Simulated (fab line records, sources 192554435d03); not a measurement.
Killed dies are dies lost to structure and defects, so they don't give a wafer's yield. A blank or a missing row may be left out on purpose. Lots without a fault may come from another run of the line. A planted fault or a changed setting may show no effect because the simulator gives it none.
fab line records | flow n5_finfet
record lots=24 wafers=72 last_day=18
route steps=1938 shown BEOL_M9@1443 BEOL_M10@1488
lots that met no fault: from a run of the same line without faults
start_h: hours from the record's first day to the start of the lot's first wafer shown | wait_h: hours since the lot's step before | " the same as in the row above | L1.1+2: a row that stands for several wafers | - no value, or no start given | * or withheld: withheld | < > ~ a bound
route shown NAME@n: a module of which the file shows steps, and the number in the route of the first | usual: mean/standard deviation of fault-free wafers | same: alike in all rows | chamber/n: place in a boat | sites: the reading at each site | _std_site: their standard deviation | _edge_site: outer sites' mean less inner sites' | radius_mm: how far each site lies from the wafer's centre | mask NAME#n: copy n | behind: the tool/chamber that last shaped the wafer | hold: why the lot was held/for how many hours/how that ended | device: the transistor (n, p or np) that didn't switch | end of line: the same wafers' tests at the end of the route | a step without rows: its recipe alone | killed: dies lost to structure and defects at the first sort, not the wafer's yield | map: a wafer's dies, x killed, . not, _ none there
set.NAME: the setting as run; set.NAME@STEP: as run at that earlier step | model.NAME: the simulator's own value behind a step, which no gauge read
steps of the route over a sample of lots; a table a step, a row a wafer
services: from which hour (start_h, from the record's first day; less than 0 if before it) a tool's chamber was out of use, for how many hours, and why
## steps
# step N5_BEOL_M9_VIA_ETCH_34
# recipe chemistry=C4F6/O2 target=SiCOH_lowk target_depth_a=1824 mask_material=SOC taper_deg=4 time_s=68.4 ion_energy_ev=250 pressure_mtorr=30 source_w=345 bias_w=185 Ar_flow_sccm=300 C4F6_flow_sccm=10 O2_flow_sccm=10
# usual drypump_motor_current_A=5.6/0.55 oes_ar_750_au=0.78/0.072 oes_product_au=0.78/0.08 rf_vpp_V=664/17 showerhead_plenum_p_Torr=2.83/0.081 throttle_valve_pct=20.89/0.25
# columns lot.wafer tool chamber start_h wait_h drypump_motor_current_A oes_ar_750_au oes_product_au rf_hours_counter_h rf_vpp_V showerhead_plenum_p_Torr throttle_valve_pct
L075.1 rie_diel-06 1 209.77 0.0 5.0 0.72 0.71 222 641 2.81 20.91
L075.3 " 3 " " 5.7 0.78 0.79 112 703 2.97 20.82
L075.5 " 1 " " 5.0 0.72 0.71 - 641 2.81 20.91
L074.2 rie_diel-01 0 211.23 0.0 5.2 0.77 0.76 161 654 2.85 21.23
L074.3 " 3 " " 5.9 0.73 0.73 198 654 2.72 21.02
L074.6 " 2 " " 6.0 0.80 0.80 - 653 2.90 21.05
L076.2 rie_diel-06 3 218.20 0.0 5.7 0.78 0.79 115 702 2.97 20.79
L076.5 " 0 " " 6.2 0.75 0.74 - 670 2.73 21.14
L076.6 " 1 " " 5.1 0.72 0.70 - 641 2.81 20.91
L077.2 rie_diel-06 1 227.81 0.0 5.1 0.73 0.71 228 640 2.81 20.91
L077.3 " 0 " " 6.2 0.75 0.74 181 669 2.72 21.13
L077.6 " 1 " " 5.1 0.72 0.71 - 641 2.81 20.91
L078.2 rie_diel-01 0 231.01 0.0 5.2 0.76 0.75 166 652 2.85 21.26
L078.3 " 1 " " 4.9 0.70 0.69 210 658 2.92 20.82
L078.6 " 2 " " 6.0 0.80 0.79 - 654 2.89 21.07
L079.1 rie_diel-06 1 240.74 0.0 5.0 0.72 0.71 231 641 2.81 20.92
L079.2 " 0 " " 6.2 0.75 0.74 184 669 2.72 21.10
L079.5 " 1 " " 5.1 0.72 0.70 - 643 2.81 20.93
L080.1 rie_diel-01 1 248.95 0.0 4.8 0.70 0.69 216 657 2.92 20.85
L080.4 " 2 " " 6.0 0.80 0.78 - 651 2.89 21.09
L080.5 " 1 " " 4.9 0.70 0.70 - 659 2.92 20.85
L081.3 rie_diel-03 2 259.21 0.0 6.6 0.92 0.95 6 668 2.81 20.85
L081.4 " 1 " " 5.7 0.85 0.86 48 657 2.88 20.64
L081.6 " 0 " " 6.5 0.92 0.95 - 687 2.90 20.46
L082.1 rie_diel-06 3 259.25 0.0 5.7 0.77 0.78 126 702 2.96 20.83
L082.2 " 2 " " 5.0 0.85 0.86 55 673 2.78 20.48
L082.4 " 1 " " 5.0 0.72 0.70 236 640 2.81 20.94
L084.3 rie_diel-03 3 269.95 0.0 5.5 0.68 0.68 239 657 2.91 21.10
L084.4 " 1 " " 5.7 0.84 0.85 - 658 2.88 20.66
L084.6 " 3 " " 5.4 0.68 0.68 - 655 2.91 21.08
L083.1 rie_diel-01 2 269.99 0.0 6.0 0.79 0.78 116 652 2.89 21.09
L083.3 " 1 " " 4.8 0.69 0.69 222 658 2.91 20.85
L083.5 " 0 " " 5.2 0.75 0.75 - 652 2.84 21.27
L085.3 rie_diel-06 0 270.41 0.0 6.2 0.74 0.73 192 668 2.72 21.13
L085.5 " 2 " " 4.9 0.84 0.87 - 677 2.78 20.46
L085.6 " 1 " " 5.1 0.71 0.70 - 641 2.81 20.94
L087.3 rie_diel-01 0 296.85 0.0 5.2 0.75 0.75 179 653 2.84 21.27
L087.4 " 2 " " 6.0 0.78 0.77 121 651 2.88 21.09
L087.5 " 3 " " 5.9 0.71 0.70 - 653 2.70 21.05
L086.1 rie_diel-03 0 302.82 0.0 6.5 0.89 0.92 32 687 2.89 20.45
L086.3 " 2 " " 6.6 0.89 0.90 17 668 2.80 20.88
L086.4 " 1 " " 5.7 0.84 0.85 61 657 2.88 20.66
L088.1 rie_diel-01 2 304.05 0.0 6.0 0.78 0.77 123 652 2.88 21.11
L088.3 " 3 " " 5.9 0.71 0.71 224 653 2.70 21.06
L088.4 " 1 " " 4.8 0.68 0.69 230 657 2.91 20.86
L089.2 rie_diel-03 0 316.07 0.0 6.5 0.88 0.91 37 685 2.89 20.45
L089.4 " 0 " " 6.5 0.88 0.90 - 686 2.89 20.48
L089.5 " 1 " " 5.7 0.83 0.84 - 657 2.87 20.67
L093.2 rie_diel-01 0 323.51 0.0 5.2 0.73 0.73 189 653 2.84 21.30
L093.4 " 2 " " 6.0 0.78 0.77 130 651 2.88 21.12
L093.6 " 3 " " 5.9 0.71 0.70 - 652 2.70 21.06
L090.1 rie_diel-06 3 323.81 0.0 5.7 0.75 0.76 147 702 2.95 20.84
L090.3 " 2 " " 5.0 0.82 0.83 76 673 2.77 20.51
L090.5 " 0 " " 6.2 0.73 0.72 - 668 2.71 21.16
L091.3 rie_diel-01 0 323.94 0.0 5.2 0.74 0.74 189 653 2.84 21.29
L091.5 " 1 " " 4.8 0.68 0.68 - 659 2.91 20.90
L091.6 " 2 " " 6.0 0.78 0.77 - 651 2.88 21.11
L092.1 rie_diel-06 3 330.76 0.0 5.7 0.74 0.75 149 702 2.95 20.87
L092.2 " 2 " " 5.0 0.83 0.84 79 675 2.77 20.52
L092.3 " 0 " " 6.2 0.73 0.72 213 668 2.71 21.18
L095.1 rie_diel-06 1 345.65 0.0 5.1 0.97 0.98 3 641 2.80 20.59
L095.3 " 3 " " 5.7 0.74 0.75 154 701 2.95 20.89
L095.6 " 1 " " 5.1 0.97 0.98 - 640 2.80 20.59
L094.3 rie_diel-03 1 355.56 0.0 5.7 0.82 0.81 76 655 2.87 20.68
L094.5 " 0 " " 6.5 0.86 0.89 - 685 2.88 20.50
L094.6 " 3 " " 5.4 0.92 0.93 - 655 2.90 20.79
L097.1 rie_diel-01 1 361.31 0.0 4.8 0.67 0.67 249 656 2.90 20.90
L097.3 " 2 " " 6.0 0.76 0.75 142 652 2.87 21.12
L097.6 " 3 " " 5.9 0.71 0.70 - 652 2.70 21.06
L096.1 rie_diel-06 3 370.76 0.0 5.7 0.74 0.74 163 703 2.95 20.87
L096.4 " 1 " " 5.0 0.95 0.95 10 640 2.80 20.59
L096.5 " 2 " " 4.9 0.80 0.82 - 677 2.77 20.52
# step N5_BEOL_M9_THK_MEAS_53
# recipe thk_meas_gauge=xrf reads=Cu_of_BEOL_M9_ECD_50
# usual M9_THK=141/3.6
# columns lot.wafer tool chamber start_h wait_h M9_THK[nm]
L075.1 film_metro-01 - 213.52 - 137
L075.3 " - " " 145
L075.5 " - " " 138
L074.2 film_metro-02 - 213.97 - 143
L074.3 " - " " 136
L074.6 " - " " 145
L076.2 film_metro-01 - 220.77 - 142
L076.5 " - " " 140
L076.6 " - " " 139
L077.2 film_metro-02 - 230.05 - 138
L077.3 " - " " 137
L077.6 " - " " 137
L078.2 film_metro-02 - 234.49 - 145
L078.3 " - " " 140
L078.6 " - " " 146
L079.1 film_metro-02 - 243.63 - 138
L079.2 " - " " 138
L079.5 " - " " 136
L080.1 film_metro-02 - 251.94 - 137
L080.4 " - " " 143
L080.5 " - " " 140
L082.1 film_metro-01 - 263.23 - 142
L082.2 " - " " 144
L082.4 " - " " 136
L081.3 film_metro-02 - 263.36 - 145
L081.4 " - " " 139
L081.6 " - " " 145
L084.3 film_metro-01 - 272.49 - 141
L084.4 " - " " 140
L084.6 " - " " 140
L083.1 film_metro-02 - 273.03 - 141
L083.3 " - " " 139
L083.5 " - " " 142
L085.3 film_metro-01 - 273.84 - 134
L085.5 " - " " 143
L085.6 " - " " 136
L087.3 film_metro-01 - 300.28 - 146
L087.4 " - " " 145
L087.5 " - " " 137
L086.1 film_metro-02 - 306.22 - 146
L086.3 " - " " 147
L086.4 " - " " 141
L088.1 film_metro-01 - 307.50 - 147
L088.3 " - " " 141
L088.4 " - " " 142
L089.2 film_metro-02 - 320.10 - 141
L089.4 " - " " 139
L089.5 " - " " 136
L093.2 film_metro-01 - 326.39 - 144
L093.4 " - " " 143
L093.6 " - " " 137
L090.1 film_metro-01 - 326.65 - 142
L090.3 " - " " 146
L090.5 " - " " 139
L091.3 film_metro-02 - 327.45 - 145
L091.5 " - " " 140
L091.6 " - " " 144
L092.1 film_metro-01 - 334.13 - 146
L092.2 " - " " 147
L092.3 " - " " 140
L095.1 film_metro-01 - 349.10 - 145
L095.3 " - " " 143
L095.6 " - " " 143
L094.3 film_metro-02 - 358.34 - 139
L094.5 " - " " 145
L094.6 " - " " 145
L097.1 film_metro-02 - 364.20 - 139
L097.3 " - " " 145
L097.6 " - " " 135
L096.1 film_metro-02 - 374.02 - 142
L096.4 " - " " 143
L096.5 " - " " 143
# step N5_BEOL_M9_DEP_56
# recipe material=SiCN target_thk_a=150 temp_c=withheld precursor=3MS/NH3 pressure_torr=3 rf_w=202 time_s=26.5
# usual showerhead_plenum_p_Torr=3.663/0.011 showerhead_vpp_V=875/24 throttle_valve_pct=9.1/0.42
# columns lot.wafer tool chamber start_h wait_h showerhead_plenum_p_Torr showerhead_vpp_V throttle_valve_pct
L075.1 pecvd-01 0 213.58 0.0 3.664 841 9.0
L075.3 " 1 " " 3.672 862 8.9
L075.5 " 0 " " 3.664 836 9.1
L074.2 pecvd-01 2 214.03 0.0 3.656 871 9.1
L074.3 " 0 " " 3.663 852 9.2
L074.6 " 0 " " 3.660 839 9.3
L076.2 pecvd-01 0 220.83 0.0 3.672 838 9.1
L076.5 " 0 " " 3.660 843 9.0
L076.6 " 2 " " 3.653 901 9.3
L077.2 pecvd-04 0 230.13 0.0 3.662 882 9.6
L077.3 " 0 " " 3.667 903 9.6
L077.6 " 1 " " 3.650 909 9.1
L078.2 pecvd-01 0 234.55 0.0 3.658 821 9.0
L078.3 " 1 " " 3.660 868 8.5
L078.6 " 0 " " 3.655 839 9.2
L079.1 pecvd-02 0 243.70 0.0 3.664 869 9.7
L079.2 " 1 " " 3.670 869 9.2
L079.5 " 1 " " 3.673 851 9.6
L080.1 pecvd-01 0 252.01 0.0 3.670 848 9.3
L080.4 " 2 " " 3.656 884 9.0
L080.5 " 2 " " 3.655 880 9.1
L082.1 pecvd-01 2 263.29 0.0 3.651 881 9.1
L082.2 " 1 " " 3.663 845 9.0
L082.4 " 1 " " 3.676 854 9.0
L081.3 pecvd-04 2 263.42 0.0 3.674 898 8.2
L081.4 " 0 " " 3.660 890 9.6
L081.6 " 2 " " 3.664 876 8.3
L084.3 pecvd-02 1 272.55 0.0 3.683 889 9.3
L084.4 " 2 " " 3.658 889 8.8
L084.6 " 1 " " 3.679 865 9.5
L083.1 pecvd-04 2 273.09 0.0 3.679 874 8.4
L083.3 " 0 " " 3.668 898 9.4
L083.5 " 2 " " 3.679 890 8.3
L085.3 pecvd-02 2 273.90 0.0 3.662 901 8.8
L085.5 " 0 " " 3.656 854 9.6
L085.6 " 2 " " 3.675 903 8.6
L087.3 pecvd-04 0 300.34 0.0 3.664 889 9.9
L087.4 " 2 " " 3.678 894 8.1
L087.5 " 0 " " 3.661 888 9.5
L086.1 pecvd-02 2 306.30 0.0 3.665 890 8.6
L086.3 " 2 " " 3.657 870 8.5
L086.4 " 1 " " 3.688 880 9.3
L088.1 pecvd-02 2 307.57 0.0 3.664 875 8.6
L088.3 " 2 " " 3.665 892 8.7
L088.4 " 1 " " 3.672 866 9.5
L089.2 pecvd-01 0 320.16 0.0 3.667 833 9.0
L089.4 " 1 " " 3.661 863 8.7
L089.5 " 2 " " 3.669 892 9.0
L093.2 pecvd-04 0 326.46 0.0 3.662 887 9.6
L093.4 " 0 " " 3.671 882 9.5
L093.6 " 1 " " 3.648 903 9.3
L090.1 pecvd-02 0 326.71 0.0 3.651 869 9.9
L090.3 " 2 " " 3.671 886 8.9
L090.5 " 0 " " 3.652 862 10.0
L091.3 pecvd-01 0 327.51 0.0 3.663 842 9.1
L091.5 " 2 " " 3.653 889 9.2
L091.6 " 0 " " 3.669 834 9.3
L092.1 pecvd-01 1 334.19 0.0 3.682 859 8.6
L092.2 " 0 " " 3.666 842 9.0
L092.3 " 2 " " 3.662 903 9.2
L095.1 pecvd-01 0 349.16 0.0 3.668 845 9.1
L095.3 " 2 " " 3.661 905 9.4
L095.6 " 0 " " 3.658 821 8.8
L094.3 pecvd-04 0 358.40 0.0 3.660 894 9.7
L094.5 " 1 " " 3.645 918 9.2
L094.6 " 0 " " 3.670 890 9.7
L097.1 pecvd-01 1 364.26 0.0 3.677 868 8.7
L097.3 " 0 " " 3.655 841 9.1
L097.6 " 0 " " 3.674 840 9.0
L096.1 pecvd-04 1 374.08 0.0 3.640 916 9.0
L096.4 " 1 " " 3.652 909 9.1
L096.5 " 0 " " 3.671 883 9.4
# step N5_BEOL_M10_ETCH_62
# recipe chemistry=N2/H2 target=SOC target_depth_a=1100 overetch_a=220 mask_material=SiARC temp_c=40 time_s=165 ion_energy_ev=200 pressure_mtorr=30 source_w=840 bias_w=150 n2_flow_sccm=200 h2_flow_sccm=200
# usual drypump_motor_current_A=5.7/0.43 n2_flow_sccm=200.0/0.61 oes_product_au=0.70/0.057 rf_vpp_V=524.0/2.3 showerhead_plenum_p_Torr=2.55/0.081 throttle_valve_pct=17.65/0.22
# columns lot.wafer tool chamber start_h wait_h drypump_motor_current_A n2_flow_sccm oes_product_au rf_hours_counter_h rf_vpp_V showerhead_plenum_p_Torr throttle_valve_pct
L075.1 rie_diel-02 3 217.22 0.0 5.7 200.2 0.74 29 525.8 2.59 17.47
L075.3 " 0 " " 5.8 199.7 0.61 205 520.1 2.41 17.78
L075.5 " 0 " " 5.8 199.8 0.61 - 519.8 2.41 17.79
L074.2 rie_diel-02 2 217.77 0.0 6.2 199.4 0.68 92 526.8 2.66 17.53
L074.3 " 0 " " 5.8 200.3 0.61 205 521.0 2.41 17.79
L074.6 " 3 " " 5.7 199.4 0.74 - 525.8 2.59 17.48
L076.2 rie_diel-04 3 224.05 0.0 6.5 199.7 0.60 219 526.4 2.61 17.91
L076.5 " 3 " " 6.5 200.3 0.60 - 526.8 2.61 17.90
L076.6 " 1 " " 5.4 200.6 0.73 - 526.3 2.59 17.65
L077.2 rie_diel-04 1 231.92 0.0 5.4 200.8 0.72 57 525.6 2.59 17.65
L077.3 " 0 " " 5.2 198.6 0.77 14 520.8 2.48 17.12
L077.6 " 0 " " 5.2 199.7 0.75 - 522.6 2.48 17.12
L078.2 rie_diel-02 3 237.13 0.0 5.7 199.7 0.73 36 523.3 2.59 17.48
L078.3 " 1 " " 5.3 200.0 0.71 75 525.6 2.58 17.78
L078.6 " 2 " " 6.2 199.1 0.68 - 527.6 2.66 17.55
L079.1 rie_diel-02 1 246.42 0.0 5.2 200.2 0.70 78 525.0 2.58 17.78
L079.2 " 2 " " 6.2 199.7 0.67 102 526.0 2.66 17.54
L079.5 " 2 " " 6.2 199.0 0.67 - 527.3 2.66 17.56
L080.1 rie_diel-05 3 254.66 0.0 5.2 199.7 0.71 62 527.9 2.70 17.76
L080.4 " 1 " " 5.6 200.2 0.69 72 521.0 2.47 17.87
L080.5 " 1 " " 5.6 199.7 0.69 - 522.3 2.47 17.88
L082.1 rie_diel-02 2 267.78 0.0 6.2 199.7 0.67 108 528.4 2.65 17.57
L082.2 " 0 " " 5.8 199.7 0.59 221 520.2 2.40 17.83
L082.4 " 3 " " 5.6 199.6 0.72 46 524.2 2.58 17.50
L081.3 rie_diel-05 0 268.30 0.0 5.8 200.2 0.71 59 519.8 2.48 17.78
L081.4 " 1 " " 5.6 199.9 0.69 78 523.0 2.47 17.89
L081.6 " 2 " " 6.6 200.7 0.80 - 527.6 2.63 17.90
L084.3 rie_diel-04 1 275.77 0.0 5.4 199.4 0.71 74 524.9 2.58 17.67
L084.4 " 3 " " 6.5 201.5 0.59 235 526.3 2.60 17.92
L084.6 " 3 " " 6.5 200.9 0.59 - 525.9 2.60 17.94
L083.1 rie_diel-02 1 275.93 0.0 5.2 199.4 0.70 87 524.8 2.58 17.80
L083.3 " 3 " " 5.6 199.0 0.71 49 525.2 2.58 17.50
L083.5 " 1 " " 5.3 199.4 0.69 - 525.3 2.58 17.78
L085.3 rie_diel-05 2 276.20 0.0 6.5 199.3 0.79 15 526.5 2.63 17.91
L085.5 " 0 " " 5.8 200.2 0.71 - 523.0 2.48 17.80
L085.6 " 1 " " 5.6 199.2 0.68 - 521.0 2.47 17.88
L087.3 rie_diel-04 1 302.54 0.0 5.4 199.5 0.69 84 523.9 2.58 17.71
L087.4 " 0 " " 5.2 200.8 0.72 - 523.2 2.47 17.16
L087.5 " 2 " " 5.8 199.8 0.79 - 522.6 2.48 17.57
L086.1 rie_diel-04 0 310.06 0.0 5.2 199.7 0.72 44 522.7 2.47 17.18
L086.3 " 2 " " 5.8 201.1 0.78 29 522.6 2.48 17.56
L086.4 " 2 " " 5.8 200.7 0.78 - 522.6 2.48 17.58
L088.1 rie_diel-05 3 310.36 0.0 5.2 201.2 0.70 79 529.1 2.69 17.79
L088.3 " 1 " " 5.6 201.2 0.68 91 522.4 2.46 17.91
L088.4 " 0 " " 5.8 199.9 0.71 73 520.8 2.47 17.83
L089.2 rie_diel-04 1 324.70 0.0 5.4 199.5 0.69 93 525.2 2.58 17.71
L089.4 " 0 " " 5.2 199.9 0.71 50 522.5 2.46 17.19
L089.5 " 3 " " 6.5 199.7 0.59 - 526.2 2.60 17.95
L093.2 rie_diel-02 0 329.29 0.0 5.8 199.9 0.59 240 519.5 2.39 17.86
L093.4 " 3 " " 5.7 200.9 0.70 65 523.5 2.58 17.55
L093.6 " 2 " " 6.2 200.0 0.65 - 526.8 2.64 17.59
L090.1 rie_diel-02 0 330.04 0.0 5.8 199.8 0.59 240 519.8 2.39 17.85
L090.3 " 2 " " 6.2 199.8 0.65 127 527.5 2.64 17.59
L090.5 " 3 " " 5.6 199.7 0.69 - 524.9 2.58 17.54
L091.3 rie_diel-04 0 330.35 0.0 5.2 200.7 0.71 52 521.8 2.46 17.18
L091.5 " 2 " " 5.8 199.5 0.77 - 521.6 2.47 17.59
L091.6 " 1 " " 5.4 199.9 0.68 - 524.4 2.57 17.71
L092.1 rie_diel-04 2 337.19 0.0 5.8 200.5 0.77 41 521.9 2.47 17.59
L092.2 " 1 " " 5.4 199.1 0.68 100 523.5 2.57 17.72
L092.3 " 0 " " 5.2 201.1 0.70 56 520.8 2.46 17.20
L095.1 rie_diel-04 0 353.05 0.0 5.2 200.5 0.69 61 520.0 2.46 17.20
L095.3 " 2 " " 5.8 200.5 0.76 45 521.7 2.47 17.60
L095.6 " 1 " " 5.3 199.9 0.67 - 524.5 2.57 17.73
L094.3 rie_diel-02 2 363.21 0.0 6.2 200.2 0.64 141 526.4 2.64 17.61
L094.5 " 3 " " 5.7 200.0 0.68 - 524.6 2.57 17.57
L094.6 " 2 " " 6.2 199.3 0.64 - 526.4 2.64 17.62
L097.1 rie_diel-04 3 366.35 0.0 6.5 199.7 0.86 0 525.4 2.60 17.45
L097.3 " 0 " " 5.2 199.7 0.69 67 522.2 2.46 17.19
L097.6 " 3 " " 6.5 199.7 0.86 - 524.6 2.60 17.45
L096.1 rie_diel-05 1 377.32 0.0 5.7 200.5 0.66 113 522.4 2.45 17.95
L096.4 " 0 " " 5.8 200.2 0.68 95 522.3 2.46 17.86
L096.5 " 2 " " 6.6 200.5 0.74 - 525.0 2.61 17.95
# step N5_BEOL_M10_CD_MEAS_18
# recipe pitch_nm=140 target_cd_nm=70
# usual cd_nm=70.1/0.64
# columns lot.wafer tool chamber start_h wait_h cd_nm
L075.1 cd_sem-02 - 217.71 0.0 69.5
L075.3 " - " " 69.4
L075.5 " - " " 69.5
L074.2 cd_sem-01 - 218.30 0.1 70.9
L074.3 " - " " 69.7
L074.6 " - " " 70.4
L076.2 cd_sem-03 - 224.42 0.1 70.8
L076.5 " - " " 70.6
L076.6 " - " " 70.4
L077.2 cd_sem-02 - 232.29 0.1 70.2
L077.3 " - " " 69.6
L077.6 " - " " 69.8
L078.2 cd_sem-02 - 237.59 0.1 69.5
L078.3 " - " " 71.4
L078.6 " - " " 71.5
L079.1 cd_sem-02 - 246.80 0.0 69.8
L079.2 " - " " 69.4
L079.5 " - " " 69.9
L080.1 cd_sem-02 - 255.08 0.0 69.3
L080.4 " - " " 69.6
L080.5 " - " " 69.7
L082.1 cd_sem-01 - 268.20 0.0 69.9
L082.2 " - " " 69.1
L082.4 " - " " 70.0
L081.3 cd_sem-03 - 268.68 0.1 68.8
L081.4 " - " " 69.9
L081.6 " - " " 69.8
L084.3 cd_sem-02 - 276.17 0.1 69.5
L084.4 " - " " 69.7
L084.6 " - " " 69.8
L083.1 cd_sem-01 - 276.44 0.0 71.3
L083.3 " - " " 70.8
L083.5 " - " " 70.6
L085.3 cd_sem-03 - 276.62 0.1 70.0
L085.5 " - " " 69.8
L085.6 " - " " 69.3
L087.3 cd_sem-02 - 302.92 0.1 70.7
L087.4 " - " " 70.3
L087.5 " - " " 70.8
L086.1 cd_sem-03 - 310.46 0.0 69.9
L086.3 " - " " 71.0
L086.4 " - " " 71.7
L088.1 cd_sem-02 - 311.03 0.0 70.9
L088.3 " - " " 70.8
L088.4 " - " " 71.0
L089.2 cd_sem-01 - 325.07 0.1 70.3
L089.4 " - " " 70.2
L089.5 " - " " 70.1
L093.2 cd_sem-03 - 329.66 0.1 69.7
L093.4 " - " " 69.6
L093.6 " - " " 70.2
L090.1 cd_sem-02 - 330.59 0.0 70.1
L090.3 " - " " 71.2
L090.5 " - " " 70.3
L091.3 cd_sem-01 - 330.72 0.1 69.7
L091.5 " - " " 70.4
L091.6 " - " " 70.7
L092.1 cd_sem-01 - 337.56 0.0 69.9
L092.2 " - " " 69.8
L092.3 " - " " 70.5
L095.1 cd_sem-02 - 353.45 0.0 69.0
L095.3 " - " " 70.3
L095.6 " - " " 70.1
L094.3 cd_sem-03 - 363.59 0.1 70.3
L094.5 " - " " 69.4
L094.6 " - " " 70.1
L097.1 cd_sem-02 - 366.72 0.0 70.1
L097.3 " - " " 68.7
L097.6 " - " " 69.1
L096.1 cd_sem-03 - 377.69 0.0 71.0
L096.4 " - " " 69.7
L096.5 " - " " 69.6
# step N5_BEOL_M10_INSPECT_30
# recipe mode=adi inspect_instrument=brightfield
# usual raw_defect_count=408/100
# columns lot.wafer tool chamber start_h wait_h raw_defect_count
L075.1 defect_inspect-02 - 218.05 0.0 332
L075.3 " - " " 312
L075.5 " - " " 483
L074.2 defect_inspect-02 - 218.78 0.0 508
L074.3 " - " " 326
L074.6 " - " " 275
L076.2 defect_inspect-01 - 226.41 0.0 443
L076.5 " - " " 403
L076.6 " - " " 437
L077.2 defect_inspect-01 - 232.99 0.0 404
L077.3 " - " " 414
L077.6 " - " " 313
L078.2 defect_inspect-02 - 240.62 0.0 500
L078.3 " - " " 404
L078.6 " - " " 382
L079.1 defect_inspect-01 - 248.61 0.0 420
L079.2 " - " " 437
L079.5 " - " " 414
L080.1 defect_inspect-02 - 259.06 0.0 522
L080.4 " - " " 502
L080.5 " - " " 336
L082.1 defect_inspect-01 - 269.84 0.0 475
L082.2 " - " " 551
L082.4 " - " " 443
L081.3 defect_inspect-02 - 270.01 0.0 573
L081.4 " - " " 396
L081.6 " - " " 280
L085.3 defect_inspect-02 - 277.82 0.0 443
L085.5 " - " " 273
L085.6 " - " " 360
L083.1 defect_inspect-01 - 277.86 0.0 338
L083.3 " - " " 333
L083.5 " - " " 363
L084.3 defect_inspect-02 - 277.91 0.0 263
L084.4 " - " " 232
L084.6 " - " " 230
L087.3 defect_inspect-02 - 303.31 0.0 532
L087.4 " - " " 367
L087.5 " - " " 370
L086.1 defect_inspect-02 - 312.20 0.0 325
L086.3 " - " " 240
L086.4 " - " " 250
L088.1 defect_inspect-01 - 312.24 0.0 531
L088.3 " - " " 387
L088.4 " - " " 484
L089.2 defect_inspect-01 - 325.41 0.0 515
L089.4 " - " " 379
L089.5 " - " " 582
L093.2 defect_inspect-01 - 330.86 0.0 538
L093.4 " - " " 474
L093.6 " - " " 543
L091.3 defect_inspect-01 - 332.75 0.0 387
L091.5 " - " " 315
L091.6 " - " " 349
L090.1 defect_inspect-01 - 332.92 0.0 393
L090.3 " - " " 329
L090.5 " - " " 274
L092.1 defect_inspect-01 - 339.07 0.0 504
L092.2 " - " " 413
L092.3 " - " " 405
L095.1 defect_inspect-01 - 355.33 0.0 364
L095.3 " - " " 439
L095.6 " - " " 293
L094.3 defect_inspect-01 - 365.06 0.0 462
L094.5 " - " " 348
L094.6 " - " " 498
L097.1 defect_inspect-02 - 368.21 0.0 241
L097.3 " - " " 238
L097.6 " - " " 344
L096.1 defect_inspect-02 - 378.85 0.0 458
L096.4 " - " " 522
L096.5 " - " " 476
## services
# columns tool chamber start_h hours kind
pecvd-04 - 187.21 3.8 repair
rie_diel-04 0 212.51 4.9 repair
rie_diel-06 0 213.00 3.4 repair
rie_diel-04 2 214.43 1.4 repair
pecvd-02 - 216.91 14.6 pm
rie_diel-01 1 226.18 3.6 repair
pecvd-02 2 233.53 18.2 repair
pecvd-04 2 233.59 5.8 repair
rie_diel-01 0 241.59 12.8 repair
pecvd-01 1 243.29 17.6 repair
pecvd-01 - 245.94 0.7 repair
pecvd-04 - 265.39 0.2 repair
rie_diel-03 2 266.47 4.2 repair
pecvd-01 - 268.67 0.6 repair
pecvd-04 - 284.97 2.8 pm
rie_diel-06 1 290.13 8.6 repair
rie_diel-01 - 294.76 1.2 repair
rie_diel-04 3 302.35 11.0 repair
pecvd-02 0 302.60 6.9 repair
pecvd-02 - 336.80 1.3 repair
rie_diel-04 - 337.78 6.8 repair
rie_diel-02 - 344.64 0.3 repair
rie_diel-06 - 363.75 0.3 repair
pecvd-02 - 367.45 6.0 pm
## key
fault none
